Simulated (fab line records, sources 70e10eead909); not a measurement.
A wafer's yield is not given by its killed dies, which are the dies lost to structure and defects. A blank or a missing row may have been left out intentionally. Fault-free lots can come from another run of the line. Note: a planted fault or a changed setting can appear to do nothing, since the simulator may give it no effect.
fab line records -- flow nandHarc
record: lots: 12, wafers: 36, lastDay: 33
route steps=1302 shown A_CHANNEL_HOLE_D2@593 A_CHANNEL_FILL_D2@616 END@1302
lots untouched by any fault: they come from a run of this same line in which no faults occurred
startH: the number of hours between the record's first day and the start of the first shown wafer of the lot -- waitH: time in hours since the lot's previous step -- " repeats the value in the row above -- L1.1+2: a row that stands for several wafers -- - no value, or no start given -- * or withheld: withheld -- < > ~ a bound
route shown NAME@n: NAME is a module with steps in the file, n the number in the route of the first one -- usual: mean/standard deviation taken from wafers without a fault -- same: alike in all rows -- chamber/n: place in a boat -- sites: each site's reading -- _std_site: the standard deviation of these -- _edge_site: the outer-site mean with the inner-site mean subtracted -- radiusMm: for every site, how far away it sits from the centre of the wafer -- mask NAME#n: copy n -- behind: the last tool/chamber to shape the wafer -- hold: why the lot was held/for how many hours/how that ended -- device: which transistor (n, p or np) failed to switch -- end of line: the route-end tests of the same wafers -- where a step has no rows: the recipe by itself -- killed: the dies lost at the first sort to structure and to defects; this is not the yield of the wafer -- map: a wafer's dies, x killed, . not, _ none there
set.NAME: the setting as run; set.NAME@STEP: as run at that earlier step -- model.NAME: the simulator's own value behind a step, which no gauge read
steps of the route over a sample of lots; a table a step, a row a wafer
services: a tool's chamber out of use, with start hour (startH, from the record's first day; less than 0 if before it), hours out, and reason
== steps ==
step: NHARC_A_CHANNEL_HOLE_D2_ETCH_21
recipe: biasV: 3000, sourceW: withheld, pressureMtorr: 20, timeS: 514.3, arFlowSccm: 375, c4f8FlowSccm: 89.3, o2FlowSccm: 35.7, tempC: -20, targetDepthA: 16000, chemistry: C4F8/O2/Ar
usual: drypumpMotorCurrentA: 5.8/0.65, showerheadPlenumPTorr: 3.69/0.1, throttleValvePct: 32.155/0.01
same: timeS: 514.3
lot.wafer,tool,chamber,startH,waitH,drypumpMotorCurrentA,rfHoursCounterH,showerheadPlenumPTorr,throttleValvePct
L636.1,harEtch-01,0,300.83,0.3,5.1,154,3.70,32.154
L636.4,harEtch-01,0,300.83,0.3,5.1,-,3.70,32.164
L636.5,harEtch-01,0,300.83,0.3,5.1,-,3.70,32.161
L638.1,harEtch-02,0,323.39,0.3,6.7,364,3.73,32.159
L638.3,harEtch-02,1,323.39,0.3,5.3,-,3.55,32.154
L638.6,harEtch-02,0,323.39,0.3,6.8,-,3.73,32.163
L637.1,harEtch-01,0,324.17,0.3,5.1,165,3.69,32.162
L637.3,harEtch-01,0,324.17,0.3,5.1,-,3.69,32.135
L637.5,harEtch-01,1,324.17,0.3,5.9,-,3.69,32.158
L640.1,harEtch-01,0,347.25,0.3,5.1,184,3.68,32.134
L640.3,harEtch-01,0,347.25,0.3,5.1,-,3.68,32.155
L640.5,harEtch-01,1,347.25,0.3,5.9,-,3.68,32.165
L644.2,harEtch-02,0,373.37,0.3,6.7,398,3.71,32.153
L644.3,harEtch-02,1,373.37,0.3,5.3,-,3.53,32.162
L644.5,harEtch-02,1,373.37,0.3,5.3,-,3.53,32.121
L645.4,harEtch-02,1,399.79,0.3,5.3,-,3.93,32.151
L645.5,harEtch-02,0,399.79,0.3,6.7,-,3.71,32.154
L645.6,harEtch-02,1,399.79,0.3,5.3,-,3.93,32.145
L646.2,harEtch-01,1,401.04,0.3,6.0,219,3.66,32.151
L646.3,harEtch-01,1,401.04,0.3,5.9,-,3.66,32.159
L646.5,harEtch-01,1,401.04,0.3,6.0,-,3.66,32.146
L647.1,harEtch-02,0,419.46,0.3,6.8,12,3.70,32.166
L647.2,harEtch-02,1,419.46,0.3,5.3,12,3.93,32.158
L647.6,harEtch-02,1,419.46,0.3,5.3,-,3.93,32.166
L653.2,harEtch-01,0,472.65,0.3,5.1,257,3.64,32.147
L653.1,harEtch-01,1,472.65,0.3,5.9,257,3.64,32.159
L653.5,harEtch-01,1,472.65,0.3,5.9,-,3.64,32.163
L656.3,harEtch-01,1,491.53,0.3,5.9,-,3.64,32.146
L656.4,harEtch-01,0,491.53,0.3,5.1,-,3.63,32.165
L656.5,harEtch-01,1,491.53,0.3,5.9,-,3.63,32.160
L657.1,harEtch-02,0,505.66,0.3,6.8,61,3.67,32.153
L657.4,harEtch-02,0,505.66,0.3,6.8,-,3.67,32.147
L657.5,harEtch-02,0,505.66,0.3,6.8,-,3.67,32.149
L658.1,harEtch-02,1,526.11,0.3,5.3,73,3.89,32.148
L658.2,harEtch-02,0,526.11,0.3,6.7,73,3.67,32.156
L658.3,harEtch-02,0,526.11,0.3,6.7,-,3.67,32.158
step: NHARC_A_CHANNEL_HOLE_D2_ETCH_23
recipe: biasV: 5000, sourceW: withheld, pressureMtorr: 20, timeS: 819, arFlowSccm: 375, c4f8FlowSccm: 89.3, o2FlowSccm: 35.7, tempC: -20, targetDepthA: 16000, chemistry: C4F8/O2/Ar
usual: drypumpMotorCurrentA: 5.8/0.64, showerheadPlenumPTorr: 3.69/0.1, throttleValvePct: 32.156/0.01
same: timeS: 819
lot.wafer,tool,chamber,startH,waitH,drypumpMotorCurrentA,rfHoursCounterH,showerheadPlenumPTorr,throttleValvePct
L636.1,harEtch-01,0,301.87,0.5,5.1,155,3.70,32.148
L636.4,harEtch-01,0,301.87,0.5,5.1,-,3.70,32.151
L636.5,harEtch-01,0,301.87,0.5,5.1,-,3.70,32.146
L638.1,harEtch-02,0,324.40,0.5,6.7,365,3.73,32.148
L638.3,harEtch-02,1,324.40,0.5,5.3,-,3.55,32.144
L638.6,harEtch-02,0,324.40,0.5,6.7,-,3.73,32.142
L637.1,harEtch-01,0,325.17,0.5,5.1,166,3.69,32.149
L637.3,harEtch-01,0,325.17,0.5,5.1,-,3.69,32.157
L637.5,harEtch-01,1,325.17,0.5,6.0,-,3.69,32.144
L640.1,harEtch-01,0,348.30,0.5,5.1,185,3.68,32.166
L640.3,harEtch-01,0,348.30,0.5,5.1,-,3.68,32.152
L640.5,harEtch-01,1,348.30,0.5,5.9,-,3.68,32.151
L644.2,harEtch-02,0,374.44,0.5,6.7,399,3.71,32.151
L644.3,harEtch-02,1,374.44,0.5,5.3,-,3.53,32.169
L644.5,harEtch-02,1,374.44,0.5,5.3,-,3.53,32.156
L645.4,harEtch-02,1,400.93,0.5,5.3,-,3.93,32.158
L645.5,harEtch-02,0,400.93,0.5,6.7,-,3.71,32.155
L645.6,harEtch-02,1,400.93,0.5,5.3,-,3.93,32.178
L646.2,harEtch-01,1,402.09,0.5,5.9,220,3.66,32.173
L646.3,harEtch-01,1,402.09,0.5,5.9,-,3.66,32.149
L646.5,harEtch-01,1,402.09,0.5,5.9,-,3.66,32.153
L647.1,harEtch-02,0,420.47,0.5,6.7,13,3.70,32.149
L647.2,harEtch-02,1,420.47,0.5,5.3,13,3.93,32.151
L647.6,harEtch-02,1,420.47,0.5,5.3,-,3.93,32.161
L653.2,harEtch-01,0,473.67,0.5,5.2,258,3.64,32.152
L653.1,harEtch-01,1,473.67,0.5,5.9,258,3.64,32.153
L653.5,harEtch-01,1,473.67,0.5,5.9,-,3.64,32.155
L656.3,harEtch-01,1,492.63,0.5,6.0,-,3.63,32.157
L656.4,harEtch-01,0,492.63,0.5,5.1,-,3.63,32.140
L656.5,harEtch-01,1,492.63,0.5,5.9,-,3.63,32.159
L657.1,harEtch-02,0,506.72,0.5,6.7,62,3.67,32.151
L657.4,harEtch-02,0,506.72,0.5,6.7,-,3.67,32.147
L657.5,harEtch-02,0,506.72,0.5,6.7,-,3.67,32.161
L658.1,harEtch-02,1,527.13,0.5,5.3,74,3.89,32.178
L658.2,harEtch-02,0,527.13,0.5,6.7,74,3.67,32.167
L658.3,harEtch-02,0,527.13,0.5,6.7,-,3.67,32.161
step: NHARC_A_CHANNEL_HOLE_D2_ETCH_24
recipe: biasV: 5000, sourceW: withheld, pressureMtorr: 20, timeS: 906.2, arFlowSccm: 375, c4f8FlowSccm: 93.8, o2FlowSccm: 31.2, tempC: -20, targetDepthA: 15000, chemistry: C4F8/O2/Ar
usual: drypumpMotorCurrentA: 5.8/0.63, showerheadPlenumPTorr: 3.69/0.1, throttleValvePct: 32.235/0.0086
same: timeS: 906.2
lot.wafer,tool,chamber,startH,waitH,drypumpMotorCurrentA,rfHoursCounterH,showerheadPlenumPTorr,throttleValvePct
L636.1,harEtch-01,0,302.58,0.6,5.1,155,3.69,32.242
L636.4,harEtch-01,0,302.58,0.6,5.1,-,3.69,32.246
L636.5,harEtch-01,0,302.58,0.6,5.1,-,3.69,32.242
L638.1,harEtch-02,0,325.10,0.6,6.8,365,3.72,32.251
L638.3,harEtch-02,1,325.10,0.6,5.3,-,3.54,32.244
L638.6,harEtch-02,0,325.10,0.6,6.7,-,3.72,32.220
L637.1,harEtch-01,0,325.86,0.6,5.1,167,3.69,32.233
L637.3,harEtch-01,0,325.86,0.6,5.1,-,3.69,32.232
L637.5,harEtch-01,1,325.86,0.6,5.9,-,3.68,32.224
L640.1,harEtch-01,0,349.00,0.6,5.1,186,3.67,32.241
L640.3,harEtch-01,0,349.00,0.6,5.1,-,3.68,32.242
L640.5,harEtch-01,1,349.00,0.6,5.9,-,3.67,32.241
L644.2,harEtch-02,0,375.14,0.6,6.8,400,3.70,32.225
L644.3,harEtch-02,1,375.14,0.6,5.3,-,3.52,32.229
L644.5,harEtch-02,1,375.14,0.6,5.3,-,3.53,32.233
L645.4,harEtch-02,1,401.67,0.6,5.3,-,3.93,32.228
L645.5,harEtch-02,0,401.67,0.6,6.7,-,3.70,32.228
L645.6,harEtch-02,1,401.67,0.6,5.3,-,3.93,32.234
L646.2,harEtch-01,1,402.78,0.6,5.9,220,3.66,32.234
L646.3,harEtch-01,1,402.78,0.6,5.9,-,3.66,32.225
L646.5,harEtch-01,1,402.78,0.6,5.9,-,3.66,32.229
L647.1,harEtch-02,0,421.17,0.6,6.7,13,3.69,32.229
L647.2,harEtch-02,1,421.17,0.6,5.3,13,3.92,32.235
L647.6,harEtch-02,1,421.17,0.6,5.3,-,3.92,32.232
L653.2,harEtch-01,0,474.36,0.6,5.1,259,3.64,32.227
L653.1,harEtch-01,1,474.36,0.6,5.9,259,3.64,32.233
L653.5,harEtch-01,1,474.36,0.6,5.9,-,3.64,32.228
L656.3,harEtch-01,1,493.35,0.6,5.9,-,3.63,32.241
L656.4,harEtch-01,0,493.35,0.6,5.1,-,3.63,32.221
L656.5,harEtch-01,1,493.35,0.6,5.9,-,3.63,32.244
L657.1,harEtch-02,0,507.45,0.6,6.7,63,3.67,32.228
L657.4,harEtch-02,0,507.45,0.6,6.7,-,3.67,32.252
L657.5,harEtch-02,0,507.45,0.6,6.7,-,3.67,32.232
L658.1,harEtch-02,1,527.84,0.6,5.3,74,3.89,32.240
L658.2,harEtch-02,0,527.84,0.6,6.7,74,3.66,32.223
L658.3,harEtch-02,0,527.84,0.6,6.7,-,3.66,32.231
step: NHARC_A_CHANNEL_FILL_D2_ALD_16
recipe: targetThkA: 15, pulseTimeS: 10, aldCycles: 15, tempC: 300, material: SiO2
usual: heaterPowerW: 450/41, precursorPulseHeightRel: 1.000/0.021, susceptorTempC: 299.99/0.18
lot.wafer,tool,chamber,startH,waitH,heaterPowerW,precursorPulseHeightRel,susceptorTempC
L636.4,aldHk-02,0,320.60,0.0,397,0.995,299.86
L636.1,aldHk-02,2,320.60,0.0,446,1.042,299.97
L636.5,aldHk-02,0,320.60,0.0,416,1.011,300.21
L638.1,aldHk-02,1,341.01,0.0,462,0.963,299.88
L638.3,aldHk-02,0,341.01,0.0,401,1.001,299.87
L638.6,aldHk-02,1,341.01,0.0,465,0.996,299.90
L637.3,aldHk-04,1,341.07,0.1,494,0.968,-
L637.1,aldHk-04,2,341.07,0.1,416,0.963,-
L637.5,aldHk-04,0,341.07,0.1,529,1.010,-
L640.1,aldHk-02,2,364.84,0.1,459,0.983,299.93
L640.3,aldHk-02,3,364.84,0.1,411,1.009,299.97
L640.5,aldHk-02,1,364.84,0.1,443,1.001,299.85
L644.3,aldHk-02,1,389.21,0.2,448,0.997,299.91
L644.2,aldHk-02,0,389.21,0.2,411,0.998,299.86
L644.5,aldHk-02,2,389.21,0.2,456,0.956,300.29
L645.4,aldHk-02,2,418.04,0.5,456,0.969,297.33
L645.6,aldHk-02,1,418.04,0.5,444,1.003,297.08
L645.5,aldHk-02,2,418.04,0.5,474,1.019,296.99
L646.2,aldHk-02,2,418.20,0.6,447,1.009,297.13
L646.3,aldHk-02,3,418.20,0.6,402,0.981,297.19
L646.5,aldHk-02,2,418.20,0.6,446,0.994,297.04
L647.2,aldHk-02,1,437.65,0.0,442,0.983,297.33
L647.1,aldHk-02,2,437.65,0.0,459,1.021,297.55
L647.6,aldHk-02,1,437.65,0.0,440,1.009,297.28
L653.2,aldHk-04,0,491.06,0.0,559,1.032,299.89
L653.1,aldHk-04,3,491.06,0.0,459,0.993,299.84
L653.5,aldHk-04,1,491.06,0.0,461,0.979,299.97
L656.4,aldHk-04,1,509.02,0.0,452,0.956,299.75
L656.3,aldHk-04,0,509.02,0.0,561,1.010,300.20
L656.5,aldHk-04,1,509.02,0.0,457,1.004,299.95
L657.1,aldHk-02,1,523.22,0.0,443,0.994,299.75
L657.4,aldHk-02,2,523.22,0.0,458,1.009,300.07
L657.5,aldHk-02,1,523.22,0.0,460,1.049,299.85
L658.1,aldHk-03,1,543.75,0.0,514,1.008,300.47
L658.2,aldHk-03,2,543.75,0.0,379,0.973,299.77
L658.3,aldHk-03,3,543.75,0.0,486,0.982,300.24
step: NHARC_END_SORT_01
recipe: tempC: 25
usual: killedAtArray: 57/18, killedAtOther: 0.9/1.3, killedAtPeriphery: 3.5/2.2, killedDies: 62/18, killedOpen: 3.0/1.7, killedShort: 2.3/1.5
same: grossDies: 677
lot.wafer,tool,chamber,startH,waitH,killedAtArray,killedAtOther,killedAtPeriphery,killedDies,killedOpen,killedShort
L644.2,prober-01,0,652.35,2.8,103,1,2,106,8,0
L644.3,prober-01,0,653.15,3.1,85,0,3,88,6,1
L644.5,prober-01,0,654.76,3.7,87,0,6,93,4,4
L647.1,prober-01,0,677.83,2.5,56,6,2,64,0,5
L647.2,prober-01,0,678.62,2.8,52,0,2,54,2,2
L647.6,prober-01,0,681.78,3.9,54,1,1,56,2,2
L646.2,prober-02,0,678.64,2.8,79,0,0,79,3,2
L646.3,prober-02,0,679.45,3.1,91,1,3,95,2,1
L646.5,prober-02,0,681.06,3.7,93,0,2,95,3,1
L653.1,prober-01,0,733.07,2.4,55,0,5,60,1,1
L653.2,prober-01,0,733.87,2.7,49,0,5,54,4,0
L653.5,prober-01,0,736.26,3.7,46,0,11,57,2,1
L656.3,prober-01,0,763.38,3.1,75,1,3,79,2,5
L656.4,prober-01,0,764.17,3.3,66,1,3,70,4,2
L656.5,prober-01,0,764.95,3.6,53,1,2,56,3,3
L657.1,prober-01,0,771.97,2.5,29,1,1,31,2,4
L657.4,prober-01,0,774.40,3.4,43,3,2,48,4,3
L657.5,prober-01,0,775.21,3.7,42,4,2,48,2,5
killed by level:class
L644.2 A_SLIT:chamberFilmFlake=36 A_CHANNEL_HOLE_D2:chamberFilmFlake=32 A_CHANNEL_HOLE_D1:chamberFilmFlake=18 A_CONTACT:chamberFilmFlake=7 A_WL_FILL:geometricParticle:open=3 A_SOURCE_PLATE:geometricParticle:open=1 A_DECK1_JOINT:geometricParticle:open=1 A_CHANNEL_FILL_D2:geometricParticle:open=1
L644.3 A_SLIT:chamberFilmFlake=30 A_CHANNEL_HOLE_D2:chamberFilmFlake=24 A_CHANNEL_HOLE_D1:chamberFilmFlake=22 A_CHANNEL_FILL_D2:geometricParticle:open=3 A_CONTACT:chamberFilmFlake=2 P_M0:geometricParticle:open=1 P_M2:geometricParticle:open=1 A_BLC:geometricParticle:short=1
L644.5 A_SLIT:chamberFilmFlake=32 A_CHANNEL_HOLE_D2:chamberFilmFlake=24 A_CHANNEL_HOLE_D1:chamberFilmFlake=16 A_CONTACT:chamberFilmFlake=7 P_CONTACT:chamberFilmFlake=3 A_M1:geometricParticle:short=2 P_CONTACT:geometricParticle:short=1 A_SOURCE_PLATE:geometricParticle:open=1
L647.1 A_SLIT:chamberFilmFlake=24 A_CHANNEL_HOLE_D1:chamberFilmFlake=11 A_CONTACT:chamberFilmFlake=8 THIN_TSV:chamberFilmFlake=6 A_DECK1_JOINT:chamberFilmFlake=4 A_WL_FILL:chamberFilmFlake=2 A_SOURCE_PLATE:geometricParticle:short=1 A_DECK1_JOINT:geometricParticle:short=1
L647.2 A_SLIT:chamberFilmFlake=32 A_CONTACT:chamberFilmFlake=7 A_CHANNEL_HOLE_D1:chamberFilmFlake=4 A_STAIRCASE:chamberFilmFlake=2 A_WL_FILL:chamberFilmFlake=2 P_M2:geometricParticle:open=1 A_CHANNEL_FILL_D1:geometricParticle:short=1 A_CHANNEL_FILL_D2:geometricParticle:open=1
L646.2 A_CHANNEL_HOLE_D1:chamberFilmFlake=24 A_CHANNEL_HOLE_D2:chamberFilmFlake=22 A_SLIT:chamberFilmFlake=17 A_STAIRCASE:chamberFilmFlake=3 A_DECK1_JOINT:chamberFilmFlake=2 A_CHANNEL_FILL_D2:chamberFilmFlake=2 A_M0:chamberFilmFlake=2 A_CHANNEL_FILL_D1:geometricParticle:short=1
L646.3 A_SLIT:chamberFilmFlake=34 A_CHANNEL_HOLE_D1:chamberFilmFlake=32 A_CHANNEL_HOLE_D2:chamberFilmFlake=15 A_CHANNEL_FILL_D1:chamberFilmFlake=3 A_STAIRCASE:chamberFilmFlake=3 P_CONTACT:geometricParticle:open=2 A_CONTACT:chamberFilmFlake=2 P_STI:geometricParticle:short=1
L646.5 A_CHANNEL_HOLE_D1:chamberFilmFlake=26 A_SLIT:chamberFilmFlake=26 A_CHANNEL_HOLE_D2:chamberFilmFlake=20 A_WL_FILL:chamberFilmFlake=4 A_CHANNEL_FILL_D2:chamberFilmFlake=3 A_STAIRCASE:chamberFilmFlake=3 A_CONTACT:chamberFilmFlake=3 A_M0:chamberFilmFlake=2
L647.6 A_SLIT:chamberFilmFlake=34 A_CHANNEL_HOLE_D1:chamberFilmFlake=6 A_CONTACT:chamberFilmFlake=5 A_CHANNEL_HOLE_D2:chamberFilmFlake=2 A_DECK1_JOINT:geometricParticle:short=1 A_CHANNEL_FILL_D2:geometricParticle:open=1 A_SGD_CUT:geometricParticle:short=1 A_M0:geometricParticle:open=1
L653.1 A_CHANNEL_HOLE_D2:chamberFilmFlake=32 A_CONTACT:chamberFilmFlake=8 A_SLIT:chamberFilmFlake=7 P_GATE:chamberFilmFlake=4 A_CHANNEL_HOLE_D1:chamberFilmFlake=3 A_STAIRCASE:chamberFilmFlake=2 A_CHANNEL_HOLE_D2:geometricParticle:short=1 A_M0:geometricParticle:open=1
L653.2 A_CHANNEL_HOLE_D2:chamberFilmFlake=20 A_CONTACT:chamberFilmFlake=9 A_CHANNEL_HOLE_D1:chamberFilmFlake=7 A_SLIT:chamberFilmFlake=4 P_GATE:chamberFilmFlake=2 A_DECK1_JOINT:chamberFilmFlake=2 A_STAIRCASE:chamberFilmFlake=2 A_WL_FILL:chamberFilmFlake=2
L653.5 A_CHANNEL_HOLE_D2:chamberFilmFlake=17 A_CHANNEL_HOLE_D1:chamberFilmFlake=8 A_CONTACT:chamberFilmFlake=8 A_WL_FILL:chamberFilmFlake=6 P_M1:chamberFilmFlake=5 P_STI:chamberFilmFlake=4 P_GATE:chamberFilmFlake=2 A_SLIT:chamberFilmFlake=2
L656.3 A_CHANNEL_HOLE_D2:chamberFilmFlake=29 A_CHANNEL_HOLE_D1:chamberFilmFlake=13 A_STAIRCASE:chamberFilmFlake=8 A_CONTACT:chamberFilmFlake=6 A_SLIT:chamberFilmFlake=5 A_M1:chamberFilmFlake=3 A_CHANNEL_FILL_D1:chamberFilmFlake=2 A_DECK1_JOINT:chamberFilmFlake=2
L656.4 A_CHANNEL_HOLE_D2:chamberFilmFlake=21 A_CHANNEL_HOLE_D1:chamberFilmFlake=10 A_SLIT:chamberFilmFlake=10 A_STAIRCASE:chamberFilmFlake=9 A_CONTACT:chamberFilmFlake=7 A_CHANNEL_FILL_D1:chamberFilmFlake=2 P_M0:geometricParticle:open=1 A_CHANNEL_FILL_D1:geometricParticle:open=1
L656.5 A_CHANNEL_HOLE_D2:chamberFilmFlake=23 A_CHANNEL_HOLE_D1:chamberFilmFlake=8 A_STAIRCASE:chamberFilmFlake=7 A_SLIT:chamberFilmFlake=7 A_CONTACT:chamberFilmFlake=3 P_M1:geometricParticle:open=1 A_ONON_D2:geometricParticle:short=1 A_CHANNEL_FILL_D2:geometricParticle:short=1
L657.1 A_CHANNEL_HOLE_D1:chamberFilmFlake=11 A_CONTACT:chamberFilmFlake=4 A_SLIT:chamberFilmFlake=3 A_SGD_CUT:geometricParticle:short=2 A_CHANNEL_HOLE_D2:chamberFilmFlake=2 A_ONON_D1:geometricParticle:open=1 A_ONON_D1:geometricParticle:short=1 A_SGD_CUT:geometricParticle:open=1
L657.4 A_CHANNEL_HOLE_D1:chamberFilmFlake=20 A_SLIT:chamberFilmFlake=9 A_CONTACT:chamberFilmFlake=6 THIN_TSV:chamberFilmFlake=3 A_M1:chamberFilmFlake=2 P_GATE:geometricParticle:short=1 P_GATE:geometricParticle:open=1 A_ONON_D1:geometricParticle:short=1
L657.5 A_CHANNEL_HOLE_D1:chamberFilmFlake=15 A_SLIT:chamberFilmFlake=9 A_CONTACT:chamberFilmFlake=4 A_M1:chamberFilmFlake=3 THIN_TSV:chamberFilmFlake=3 A_STAIRCASE:chamberFilmFlake=2 P_M2:geometricParticle:short=1 A_SOURCE_PLATE:geometricParticle:short=1
== services ==
tool,chamber,startH,hours,kind
aldHk-02,-,349.90,10.0,pm
aldHk-02,0,349.90,10.0,ventCycle
aldHk-02,1,349.90,10.0,ventCycle
aldHk-02,2,349.90,10.0,ventCycle
aldHk-02,3,349.90,10.0,ventCycle
aldHk-02,0,359.90,-,clean
aldHk-02,1,359.90,-,clean
aldHk-02,2,359.90,-,clean
aldHk-02,3,359.90,-,clean
aldHk-02,-,378.68,0.7,repair
harEtch-02,-,380.83,17.0,pm
harEtch-02,0,380.83,17.0,ventCycle
harEtch-02,1,380.83,17.0,ventCycle
aldHk-03,-,392.13,10.0,pm
harEtch-02,0,397.83,-,clean
harEtch-02,0,397.83,-,consumableReplace:focusRing
harEtch-02,1,397.83,-,clean
harEtch-02,1,397.83,-,consumableReplace:focusRing
harEtch-02,1,397.83,-,consumableReplace:showerhead
aldHk-04,-,434.96,10.0,pm
aldHk-03,-,457.69,1.0,repair
harEtch-01,-,514.86,11.4,repair
aldHk-02,-,527.90,10.0,pm
aldHk-02,0,527.90,10.0,ventCycle
== key ==
firstSign: step: NHARC_A_CHANNEL_FILL_D2_ALD_16, reading: susceptorTempC, direction: down, sigmas: 15, usual: *, struck: *
effect none on later readings
metAt NHARC_A_CHANNEL_FILL_D2_ALD_16
struckLots L645,L646,L647
testerLeftOut L645,L646,L647
notActingAt NHARC_A_CHANNEL_HOLE_D2_ETCH_21,NHARC_A_CHANNEL_HOLE_D2_ETCH_23,NHARC_A_CHANNEL_HOLE_D2_ETCH_24
fault: kind: processParameterDrift, tool: aldHk-02, chamber: -, onsetH: 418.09, steps: NHARC_A_CHANNEL_FILL_D2_ALD_16, channel: tempC, offset: *, shape: step, endH: 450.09, actsIn: *, stated: *
testerLeftOut: of these lots the tester's yield and bins aren't shown, on N5 and GAA mostly nor the transistor test; their killed dies are dies lost to structure and defects alone, not to doping, threshold or leakage, so they don't give the yield
